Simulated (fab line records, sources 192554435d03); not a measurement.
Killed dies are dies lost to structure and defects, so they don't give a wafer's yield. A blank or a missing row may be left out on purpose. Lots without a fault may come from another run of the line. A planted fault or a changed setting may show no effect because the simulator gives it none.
Chamber matching | flow n5_finfet | N5_HKMG_FIN_ALD_79 on ald_metal-01: 4 sister chambers
The step deposits TiN, target thk 1.5 nm, pulse time 1 s, purge time 3 s. 8 wafers are shown with their chamber, then 12 later ones without.

WAFERS WITH THEIR CHAMBER
wafer  | chamber | heater_power_w (W) | precursor_pulse_height_rel
L080.5 | 2       | 910                | 1.000
L082.4 | 1       | 1137               | 0.985
L088.1 | 0       | 937                | 0.995
L088.2 | 2       | 929                | 1.023
L088.4 | 3       | 725                | 1.010
L089.1 | 1       | 1081               | 1.014
L089.2 | 3       | 734                | 1.015
L089.3 | 0       | 950                | 0.988

WAFERS WITHOUT THEIR CHAMBER
wafer  | heater_power_w (W) | precursor_pulse_height_rel
L089.4 | 910                | 0.986
L089.5 | 956                | 1.019
L089.6 | 737                | 0.985
L092.4 | 710                | 1.025
L092.5 | 937                | 0.960
L092.6 | 727                | 0.980
L094.1 | 942                | 1.030
L094.4 | 1106               | 1.019
L094.5 | 717                | 1.007
L095.2 | 907                | 0.977
L095.4 | 715                | 1.040
L095.6 | 738                | 1.032

WHICH CHAMBER EACH WENT THROUGH
wafer  | from the rows above     | in truth
L089.4 | can't be placed: 0 or 2 | 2
L089.5 | can't be placed: 2 or 0 | 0
L089.6 | 3                       | 3
L092.4 | 3                       | 3
L092.5 | can't be placed: 0 or 2 | 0
L092.6 | 3                       | 3
L094.1 | can't be placed: 2 or 0 | 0
L094.4 | 1                       | 1
L094.5 | 3                       | 3
L095.2 | can't be placed: 0 or 2 | 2
L095.4 | 3                       | 3
L095.6 | 3                       | 3
Placed correctly: 7 of 12. Can't be placed from these rows: 5 (the true chamber is among the candidates in 5). Placed wrongly: 0.
How it was worked out, from the rows above alone: a wafer's distance from a chamber is the root of the sum, over the readings, of the square of ((its reading less the chamber's mean) divided by the reading's scatter). The wafer belongs to the nearest chamber; if the next one is less than 2 further off, it can't be placed. A chamber's mean is the mean of its shown wafers. The scatter: the root of (the sum of the squares of (reading less its chamber's mean) over the shown wafers, divided by (wafers less chambers)).
